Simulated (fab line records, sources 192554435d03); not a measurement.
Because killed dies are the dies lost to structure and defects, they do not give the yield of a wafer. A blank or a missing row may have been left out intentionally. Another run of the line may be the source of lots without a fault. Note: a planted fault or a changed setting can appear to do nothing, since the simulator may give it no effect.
fab line records | flow n5_finfet | part 2 of 2: steps 5 to 6 of 6
record lots=22 | wafers=66 | last_day=19
route steps=1938 shown BEOL_M4@1099 BEOL_M5@1130 BEOL_M6@1210
lots with no fault: from the same line, run without faults
start_h: start of the lot's first displayed wafer, in hours after the record's first day | wait_h: hours from the lot's prior step to this one | " as in the row above | L1.1+2: a single row standing in for several wafers | - value missing, or start not given | * or withheld: withheld | < > ~ a bound
route shown NAME@n: names a module that has steps shown in the file, with the first one's number in the route | usual: the fault-free wafers' mean and standard deviation | same: alike in all rows | chamber/n: place in a boat | sites: per-site readings | _std_site: their standard deviation | _edge_site: inner sites' mean taken away from outer sites' mean | radius_mm: how far each site lies from the wafer's centre | mask NAME#n: copy n | behind: the last tool/chamber to shape the wafer | hold: why the lot was held/for how many hours/how that ended | device: the n, p or np transistor that did not switch | end of line: tests of these same wafers at the route's end | a step with no rows: only its recipe | killed: dies lost to structure and defects at the first sort, not the wafer's yield | map: dies across one wafer; x = killed, . = not, _ = none there
set.NAME: the setting that was run; set.NAME@STEP: the one run at that earlier step | model.NAME: the simulator's own value behind a step, which no gauge read
a sample of lots followed through the steps of the route, with each step as a table and each wafer as a row
services: when a tool's chamber went out of use (start_h, in hours from the record's first day, below 0 if earlier), for how many hours, and the reason
## steps
# step N5_BEOL_M6_DESCUM_16
# recipe chemistry=O2 | time_s=7.9 | source_power_w=50 | bias_power_w=20 | pressure_mtorr=20 | rf_frequency_hz=2.712e+07 | temp_c=40 | resist=CAR-ArF | o2_flow_sccm=225
# usual drypump_motor_current_A=5.8/0.46 | oes_product_au=0.78/0.1 | rf_vpp_V=243.5/1.5 | showerhead_plenum_p_Torr=2.12/0.083 | throttle_valve_pct=20.46/0.29
lot.wafer | tool        | chamber | start_h | wait_h | drypump_motor_current_A | oes_product_au | rf_hours_counter_h | rf_vpp_V | showerhead_plenum_p_Torr | throttle_valve_pct
L075.2    | rie_diel-02 | 1       | 218.95  | 0.3    | 5.8                     | 0.70           | 214                | 243.7    | 2.16                     | 20.65
L075.4    | "           | 2       | "       | "      | 6.4                     | 0.82           | -                  | 244.6    | 2.22                     | 20.47
L075.5    | "           | 1       | "       | "      | 5.8                     | 0.70           | -                  | 243.8    | 2.16                     | 20.64
L074.2    | rie_diel-02 | 3       | 219.28  | 0.3    | 4.9                     | 0.71           | 228                | 242.8    | 2.05                     | 20.34
L074.5    | "           | 3       | "       | "      | 4.9                     | 0.71           | -                  | 242.7    | 2.05                     | 20.34
L074.6    | "           | 1       | "       | "      | 5.8                     | 0.70           | -                  | 245.1    | 2.16                     | 20.66
L078.1    | rie_diel-02 | 2       | 223.92  | 0.2    | 6.4                     | 0.81           | 82                 | 244.4    | 2.22                     | 20.48
L078.2    | "           | 3       | "       | "      | 4.9                     | 0.70           | 231                | 243.0    | 2.05                     | 20.36
L078.6    | "           | 1       | "       | "      | 5.8                     | 0.70           | -                  | 245.2    | 2.16                     | 20.67
L077.2    | rie_diel-05 | 1       | 229.55  | 0.3    | 6.5                     | 0.65           | 249                | 240.9    | 1.96                     | 20.59
L077.3    | "           | 2       | "       | "      | 5.5                     | 0.72           | 217                | 243.9    | 2.18                     | 20.48
L077.6    | "           | 0       | "       | "      | 5.6                     | 0.68           | -                  | 242.7    | 2.08                     | 20.93
L076.2    | rie_diel-05 | 3       | 236.59  | 0.0    | 6.1                     | 0.73           | 185                | 244.7    | 2.07                     | 20.47
L076.4    | "           | 0       | "       | "      | 5.6                     | 0.68           | -                  | 244.5    | 2.08                     | 20.95
L076.6    | "           | 3       | "       | "      | 6.1                     | 0.73           | -                  | 243.1    | 2.07                     | 20.47
L080.1    | rie_diel-02 | 3       | 239.98  | 0.0    | 4.9                     | 0.69           | 237                | 244.0    | 2.04                     | 20.36
L080.3    | "           | 2       | "       | "      | 6.4                     | 0.79           | 89                 | 244.7    | 2.22                     | 20.49
L080.6    | "           | 0       | "       | "      | 5.8                     | 0.96           | -                  | 246.0    | 2.24                     | 20.10
L081.3    | rie_diel-04 | 0       | 252.60  | 0.0    | 5.6                     | 0.77           | 110                | 241.5    | 2.02                     | 20.13
L081.5    | "           | 0       | "       | "      | 5.6                     | 0.77           | -                  | 241.6    | 2.02                     | 20.12
L081.6    | "           | 3       | "       | "      | 5.7                     | 0.68           | -                  | 245.1    | 2.16                     | 20.85
L082.3    | rie_diel-04 | 1       | 257.30  | 0.1    | 5.3                     | 0.69           | 237                | 245.1    | 2.17                     | 20.97
L082.5    | "           | 3       | "       | "      | 5.7                     | 0.66           | -                  | 244.0    | 2.16                     | 20.86
L082.6    | "           | 0       | "       | "      | 5.6                     | 0.78           | -                  | 241.1    | 2.02                     | 20.14
L083.2    | rie_diel-05 | 2       | 267.08  | 0.0    | 5.5                     | 0.70           | 232                | 244.9    | 2.18                     | 20.49
L083.3    | "           | 0       | "       | "      | 5.6                     | 0.67           | 237                | 242.6    | 2.07                     | 20.96
L083.4    | "           | 3       | "       | "      | 6.1                     | 0.71           | 197                | 242.7    | 2.06                     | 20.50
L085.4    | rie_diel-05 | 1       | 271.35  | 0.6    | 6.5                     | 0.97           | 6                  | 246.4    | 2.22                     | 20.25
L085.5    | "           | 0       | "       | "      | 5.6                     | 0.66           | -                  | 244.1    | 2.07                     | 20.96
L085.6    | "           | 1       | "       | "      | 6.5                     | 0.96           | -                  | 245.1    | 2.22                     | 20.25
L086.2    | rie_diel-05 | 2       | 273.45  | 0.2    | 5.5                     | 0.70           | 235                | 243.7    | 2.17                     | 20.52
L086.5    | "           | 0       | "       | "      | 5.6                     | 0.67           | -                  | 242.0    | 2.07                     | 20.96
L086.6    | "           | 1       | "       | "      | 6.5                     | 0.95           | -                  | 244.5    | 2.22                     | 20.27
L084.1    | rie_diel-04 | 2       | 273.93  | 0.3    | 6.1                     | 0.72           | 222                | 241.2    | 1.98                     | 20.35
L084.4    | "           | 1       | "       | "      | 5.3                     | 0.69           | 243                | 244.4    | 2.17                     | 20.98
L084.5    | "           | 3       | "       | "      | 5.7                     | 0.67           | -                  | 243.8    | 2.15                     | 20.86
L087.4    | rie_diel-04 | 1       | 287.94  | 0.1    | 5.3                     | 0.69           | -                  | 245.6    | 2.17                     | 20.99
L087.5    | "           | 0       | "       | "      | 5.6                     | 0.77           | -                  | 242.4    | 2.02                     | 20.15
L087.6    | "           | 2       | "       | "      | 6.0                     | 0.72           | -                  | 241.5    | 1.97                     | 20.33
L088.2    | rie_diel-05 | 0       | 296.58  | 0.1    | 5.6                     | 0.68           | 248                | 242.2    | 2.07                     | 20.96
L088.3    | "           | 3       | "       | "      | 6.1                     | 0.71           | 207                | 242.8    | 2.06                     | 20.53
L088.4    | "           | 1       | "       | "      | 6.5                     | 0.95           | -                  | 245.9    | 2.21                     | 20.27
L089.1    | rie_diel-05 | 2       | 305.36  | 0.0    | 5.5                     | 0.71           | 241                | 244.7    | 2.17                     | 20.53
L089.5    | "           | 1       | "       | "      | 6.5                     | 0.93           | -                  | 245.8    | 2.21                     | 20.28
L089.6    | "           | 2       | "       | "      | 5.5                     | 0.71           | -                  | 243.1    | 2.17                     | 20.52
L090.3    | rie_diel-05 | 1       | 311.06  | 0.0    | 6.5                     | 0.93           | 19                 | 244.8    | 2.21                     | 20.28
L090.4    | "           | 2       | "       | "      | 5.5                     | 0.69           | -                  | 243.0    | 2.17                     | 20.52
L090.5    | "           | 1       | "       | "      | 6.5                     | 0.94           | -                  | 246.3    | 2.21                     | 20.30
L091.1    | rie_diel-02 | 3       | 311.29  | 0.0    | 4.9                     | 1.00           | 3                  | 242.5    | 2.04                     | 19.93
L091.2    | "           | 2       | "       | "      | 6.4                     | 0.77           | 117                | 244.6    | 2.21                     | 20.52
L091.4    | "           | 1       | "       | "      | 5.8                     | 0.68           | -                  | 244.5    | 2.15                     | 20.73
L093.3    | rie_diel-04 | 1       | 314.93  | 0.0    | 5.3                     | 0.98           | 0                  | 243.5    | 2.17                     | 20.74
L093.4    | "           | 3       | "       | "      | 5.8                     | 0.96           | 5                  | 243.7    | 2.15                     | 20.67
L093.6    | "           | 0       | "       | "      | 5.6                     | 0.74           | -                  | 241.0    | 2.01                     | 20.17
L092.1    | rie_diel-05 | 1       | 320.96  | 0.1    | 6.5                     | 0.92           | 23                 | 246.1    | 2.21                     | 20.29
L092.3    | "           | 2       | "       | "      | 5.5                     | 0.70           | 248                | 244.3    | 2.17                     | 20.52
L092.5    | "           | 1       | "       | "      | 6.5                     | 0.92           | -                  | 245.0    | 2.21                     | 20.28
L096.2    | rie_diel-02 | 3       | 343.77  | 9.2    | 4.9                     | 0.93           | 21                 | 242.9    | 2.03                     | 19.95
L096.3    | "           | 3       | "       | "      | 4.9                     | 0.94           | -                  | 242.4    | 2.03                     | 19.97
L096.6    | "           | 3       | "       | "      | 4.9                     | 0.93           | -                  | 241.9    | 2.03                     | 19.97
L095.1    | rie_diel-04 | 2       | 350.11  | 8.2    | 6.1                     | 0.70           | 247                | 241.0    | 1.97                     | 20.37
L095.4    | "           | 3       | "       | "      | 5.7                     | 0.93           | 12                 | 245.4    | 2.15                     | 20.67
L095.5    | "           | 0       | "       | "      | 5.6                     | 0.75           | -                  | 242.2    | 2.01                     | 20.17
L097.3    | rie_diel-02 | 2       | 350.58  | 7.4    | 6.4                     | 0.76           | 127                | 243.8    | 2.21                     | 20.53
L097.4    | "           | 0       | "       | "      | 5.8                     | 0.86           | -                  | 243.3    | 2.22                     | 20.16
L097.5    | "           | 3       | "       | "      | 4.9                     | 0.91           | -                  | 243.2    | 2.03                     | 19.98
# step N5_BEOL_M6_STRIP_67
# recipe chemistry=CF4 | resist=SiARC | power_w=300 | bias_power_w=75 | pressure_mtorr=50 | cf4_flow_sccm=150 | rf_frequency_hz=6e+07
# usual drypump_motor_current_A=5.8/0.46 | oes_product_au=0.77/0.093 | rf_vpp_V=271.7/1.7 | showerhead_plenum_p_Torr=1.81/0.06 | throttle_valve_pct=13.63/0.28
lot.wafer | tool        | chamber | start_h | wait_h | drypump_motor_current_A | oes_product_au | rf_hours_counter_h | rf_vpp_V | showerhead_plenum_p_Torr | throttle_valve_pct
L075.2    | rie_diel-02 | 1       | 219.19  | 0.0    | 5.8                     | 0.72           | 215                | 272.9    | 1.84                     | 13.82
L075.4    | "           | 2       | "       | "      | 6.4                     | 0.81           | -                  | 273.6    | 1.89                     | 13.51
L075.5    | "           | 1       | "       | "      | 5.8                     | 0.71           | -                  | 271.9    | 1.84                     | 13.84
L074.2    | rie_diel-02 | 3       | 219.51  | 0.0    | 4.9                     | 0.69           | 228                | 271.2    | 1.78                     | 13.79
L074.5    | "           | 3       | "       | "      | 4.9                     | 0.70           | -                  | 270.4    | 1.78                     | 13.79
L074.6    | "           | 1       | "       | "      | 5.8                     | 0.71           | -                  | 271.7    | 1.84                     | 13.81
L078.1    | rie_diel-02 | 2       | 224.15  | 0.0    | 6.4                     | 0.82           | 83                 | 273.4    | 1.89                     | 13.51
L078.2    | "           | 3       | "       | "      | 4.9                     | 0.70           | 231                | 271.1    | 1.78                     | 13.79
L078.6    | "           | 1       | "       | "      | 5.8                     | 0.72           | -                  | 271.9    | 1.84                     | 13.85
L077.2    | rie_diel-05 | 1       | 229.78  | 0.0    | 6.5                     | 0.68           | 249                | 269.8    | 1.69                     | 13.87
L077.3    | "           | 2       | "       | "      | 5.5                     | 0.72           | 217                | 272.1    | 1.85                     | 13.57
L077.6    | "           | 0       | "       | "      | 5.6                     | 0.70           | -                  | 270.7    | 1.77                     | 14.02
L076.2    | rie_diel-05 | 3       | 236.82  | 0.0    | 6.1                     | 0.74           | 185                | 271.7    | 1.79                     | 13.76
L076.4    | "           | 0       | "       | "      | 5.5                     | 0.70           | -                  | 271.3    | 1.77                     | 14.04
L076.6    | "           | 3       | "       | "      | 6.1                     | 0.74           | -                  | 273.2    | 1.79                     | 13.78
L080.1    | rie_diel-02 | 3       | 240.22  | 0.0    | 4.9                     | 0.69           | 237                | 270.0    | 1.78                     | 13.82
L080.3    | "           | 2       | "       | "      | 6.4                     | 0.81           | 89                 | 272.2    | 1.89                     | 13.53
L080.6    | "           | 0       | "       | "      | 5.8                     | 0.95           | -                  | 273.8    | 1.90                     | 13.08
L081.3    | rie_diel-04 | 0       | 252.84  | 0.0    | 5.6                     | 0.77           | 110                | 270.1    | 1.75                     | 13.39
L081.5    | "           | 0       | "       | "      | 5.6                     | 0.78           | -                  | 270.6    | 1.75                     | 13.37
L081.6    | "           | 3       | "       | "      | 5.7                     | 0.68           | -                  | 271.8    | 1.84                     | 14.07
L082.3    | rie_diel-04 | 1       | 257.54  | 0.0    | 5.3                     | 0.70           | 237                | 274.2    | 1.85                     | 14.09
L082.5    | "           | 3       | "       | "      | 5.7                     | 0.69           | -                  | 270.9    | 1.84                     | 14.09
L082.6    | "           | 0       | "       | "      | 5.6                     | 0.77           | -                  | 269.6    | 1.75                     | 13.39
L083.2    | rie_diel-05 | 2       | 267.32  | 0.0    | 5.5                     | 0.70           | 232                | 274.2    | 1.85                     | 13.61
L083.3    | "           | 0       | "       | "      | 5.6                     | 0.69           | 238                | 269.2    | 1.77                     | 14.04
L083.4    | "           | 3       | "       | "      | 6.1                     | 0.74           | 197                | 270.9    | 1.79                     | 13.79
L085.4    | rie_diel-05 | 1       | 271.58  | 0.0    | 6.5                     | 0.94           | 6                  | 274.1    | 1.90                     | 13.33
L085.5    | "           | 0       | "       | "      | 5.6                     | 0.69           | -                  | 270.8    | 1.77                     | 14.06
L085.6    | "           | 1       | "       | "      | 6.5                     | 0.95           | -                  | 274.8    | 1.90                     | 13.32
L086.2    | rie_diel-05 | 2       | 273.69  | 0.0    | 5.5                     | 0.71           | 235                | 272.9    | 1.85                     | 13.59
L086.5    | "           | 0       | "       | "      | 5.6                     | 0.69           | -                  | 271.1    | 1.77                     | 14.07
L086.6    | "           | 1       | "       | "      | 6.5                     | 0.94           | -                  | 272.5    | 1.90                     | 13.34
L084.1    | rie_diel-04 | 2       | 274.16  | 0.0    | 6.0                     | 0.71           | 222                | 266.7    | 1.69                     | 13.50
L084.4    | "           | 1       | "       | "      | 5.3                     | 0.70           | 243                | 271.6    | 1.85                     | 14.08
L084.5    | "           | 3       | "       | "      | 5.7                     | 0.68           | -                  | 270.5    | 1.83                     | 14.09
L087.4    | rie_diel-04 | 1       | 288.17  | 0.0    | 5.3                     | 0.70           | -                  | 272.8    | 1.85                     | 14.10
L087.5    | "           | 0       | "       | "      | 5.6                     | 0.76           | -                  | 270.8    | 1.75                     | 13.43
L087.6    | "           | 2       | "       | "      | 6.1                     | 0.71           | -                  | 268.9    | 1.69                     | 13.53
L088.2    | rie_diel-05 | 0       | 296.82  | 0.0    | 5.5                     | 0.68           | 248                | 271.9    | 1.76                     | 14.07
L088.3    | "           | 3       | "       | "      | 6.1                     | 0.72           | 207                | 272.1    | 1.78                     | 13.81
L088.4    | "           | 1       | "       | "      | 6.5                     | 0.91           | -                  | 274.8    | 1.90                     | 13.32
L089.1    | rie_diel-05 | 2       | 305.59  | 0.0    | 5.5                     | 0.70           | 241                | 273.4    | 1.84                     | 13.63
L089.5    | "           | 1       | "       | "      | 6.5                     | 0.91           | -                  | 274.6    | 1.90                     | 13.35
L089.6    | "           | 2       | "       | "      | 5.5                     | 0.70           | -                  | 271.6    | 1.84                     | 13.63
L090.3    | rie_diel-05 | 1       | 311.30  | 0.0    | 6.5                     | 0.90           | 19                 | 273.3    | 1.89                     | 13.36
L090.4    | "           | 2       | "       | "      | 5.5                     | 0.70           | -                  | 271.8    | 1.84                     | 13.63
L090.5    | "           | 1       | "       | "      | 6.4                     | 0.91           | -                  | 273.0    | 1.89                     | 13.35
L091.1    | rie_diel-02 | 3       | 311.53  | 0.0    | 4.9                     | 0.98           | 3                  | 272.0    | 1.78                     | 13.24
L091.2    | "           | 2       | "       | "      | 6.4                     | 0.78           | 117                | 273.2    | 1.88                     | 13.57
L091.4    | "           | 1       | "       | "      | 5.8                     | 0.69           | -                  | 270.9    | 1.83                     | 13.91
L093.3    | rie_diel-04 | 1       | 315.16  | 0.0    | 5.3                     | 0.99           | 0                  | 273.7    | 1.84                     | 13.58
L093.4    | "           | 3       | "       | "      | 5.7                     | 0.95           | 5                  | 270.6    | 1.83                     | 13.58
L093.6    | "           | 0       | "       | "      | 5.6                     | 0.75           | -                  | 270.0    | 1.75                     | 13.44
L092.1    | rie_diel-05 | 1       | 321.20  | 0.0    | 6.5                     | 0.89           | 23                 | 272.9    | 1.89                     | 13.36
L092.3    | "           | 2       | "       | "      | 5.5                     | 0.70           | 248                | 273.6    | 1.84                     | 13.65
L092.5    | "           | 1       | "       | "      | 6.5                     | 0.89           | -                  | 274.4    | 1.89                     | 13.39
L096.2    | rie_diel-02 | 3       | 344.13  | 0.0    | 4.9                     | 0.91           | 22                 | 268.6    | 1.77                     | 13.31
L096.3    | "           | 3       | "       | "      | 4.9                     | 0.91           | -                  | 268.7    | 1.77                     | 13.32
L096.6    | "           | 3       | "       | "      | 4.9                     | 0.91           | -                  | 269.8    | 1.77                     | 13.31
L095.1    | rie_diel-04 | 2       | 350.35  | 0.0    | 6.0                     | 0.70           | 247                | 268.5    | 1.69                     | 13.59
L095.4    | "           | 3       | "       | "      | 5.7                     | 0.92           | 12                 | 270.8    | 1.83                     | 13.58
L095.5    | "           | 0       | "       | "      | 5.6                     | 0.74           | -                  | 269.1    | 1.74                     | 13.47
L097.3    | rie_diel-02 | 2       | 350.81  | 0.0    | 6.4                     | 0.77           | 127                | 273.2    | 1.88                     | 13.60
L097.4    | "           | 0       | "       | "      | 5.8                     | 0.86           | -                  | 273.7    | 1.89                     | 13.18
L097.5    | "           | 3       | "       | "      | 4.9                     | 0.90           | -                  | 271.6    | 1.77                     | 13.31
## services
tool           | chamber | start_h | hours | kind
cvd_co-02      | -       | 214.02  | 0.4   | repair
rie_diel-06    | 2       | 224.10  | 3.8   | repair
rie_diel-05    | 1       | 232.24  | -     | clean
rie_diel-05    | 1       | 232.24  | -     | consumable_replace:focus_ring
rie_diel-05    | 1       | 232.24  | -     | consumable_replace:showerhead
rie_diel-05    | 1       | 232.24  | 23.2  | scheduled_down
rie_diel-05    | 1       | 232.24  | 23.2  | vent_cycle
rie_diel-02    | 1       | 236.01  | 1.8   | repair
rie_diel-04    | -       | 241.54  | 0.5   | repair
cvd_co-01      | 2       | 254.90  | 3.5   | repair
cvd_co-02      | -       | 255.23  | 0.4   | repair
rie_diel-03    | 2       | 257.70  | 2.6   | repair
rie_diel-02    | -       | 268.92  | 2.8   | pm
pvd_sputter-01 | -       | 272.01  | 0.5   | repair
rie_diel-03    | -       | 281.46  | 14.6  | pm
rie_diel-05    | 2       | 293.30  | 10.5  | repair
rie_diel-05    | -       | 300.33  | 0.8   | repair
rie_diel-02    | 0       | 304.01  | 13.7  | repair
cvd_co-02      | -       | 305.78  | 6.9   | pm
cvd_co-01      | -       | 321.62  | 1.0   | repair
rie_diel-04    | -       | 328.22  | 20.3  | repair
rie_diel-02    | 2       | 329.23  | 17.8  | repair
rie_diel-05    | -       | 333.67  | 14.6  | pm
rie_diel-03    | 0       | 348.81  | 7.2   | repair
